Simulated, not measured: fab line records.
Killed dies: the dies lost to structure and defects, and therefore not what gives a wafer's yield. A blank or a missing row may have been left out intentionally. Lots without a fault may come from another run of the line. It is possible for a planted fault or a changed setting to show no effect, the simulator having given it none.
Chamber matching + flow nandHarc + NHARC_P_ZERO_WELL_DESCUM_54 on rieDiel-10 has 4 sister chambers
The step chemistry O2, time 3 s. 8 wafers are shown with their chamber, then 8 later ones without.

== EACH WAFER AND ITS CHAMBER ==
| wafer  | chamber | drypumpMotorCurrentA (A) | o2FlowSccm (sccm) |
|--------|---------|--------------------------|-------------------|
| L077.5 | 1       | 5.6                      | 200.3             |
| L085.3 | 2       | 6.0                      | 200.0             |
| L085.4 | 3       | 5.4                      | 199.3             |
| L085.6 | 2       | 6.0                      | 200.8             |
| L086.2 | 0       | 6.0                      | 200.1             |
| L086.3 | 3       | 5.4                      | 198.4             |
| L086.4 | 1       | 5.6                      | 199.6             |
| L091.3 | 0       | 6.1                      | 199.6             |

== WAFERS MISSING THEIR CHAMBER ==
| wafer  | drypumpMotorCurrentA (A) | o2FlowSccm (sccm) |
|--------|--------------------------|-------------------|
| L091.4 | 5.6                      | 200.5             |
| L091.5 | 5.4                      | 200.1             |
| L092.2 | 6.0                      | 199.8             |
| L092.3 | 5.5                      | 199.6             |
| L092.5 | 6.0                      | 200.2             |
| L096.3 | 5.7                      | 200.1             |
| L096.5 | 6.0                      | 200.0             |
| L096.6 | 5.7                      | 198.9             |

== CHAMBER TAKEN BY EACH ==
| wafer  | from the rows above     | in truth |
|--------|-------------------------|----------|
| L091.4 | 1                       | 1        |
| L091.5 | 3                       | 3        |
| L092.2 | can't be placed: 2 or 0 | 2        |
| L092.3 | can't be placed: 1 or 3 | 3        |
| L092.5 | can't be placed: 2 or 0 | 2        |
| L096.3 | 1                       | 1        |
| L096.5 | can't be placed: 2 or 0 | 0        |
| L096.6 | 1                       | 1        |
Placed correctly: 4 of 8. Can't be placed from these rows: 4 (the true chamber is among the candidates in 4). 0 placed wrongly.
How it was worked out, from the rows above alone: a wafer's distance from a chamber is the root of the sum, over the readings, of the square of ((its reading less the chamber's mean) divided by the reading's scatter). If the next closest chamber is less than 2 further off than the closest, the wafer can't be placed; otherwise it belongs to the closest. Each chamber's mean is taken over the wafers shown for it. The scatter: take each reading less its chamber's mean, square it, sum over the shown wafers, divide by the number of wafers less the number of chambers, and take the root.
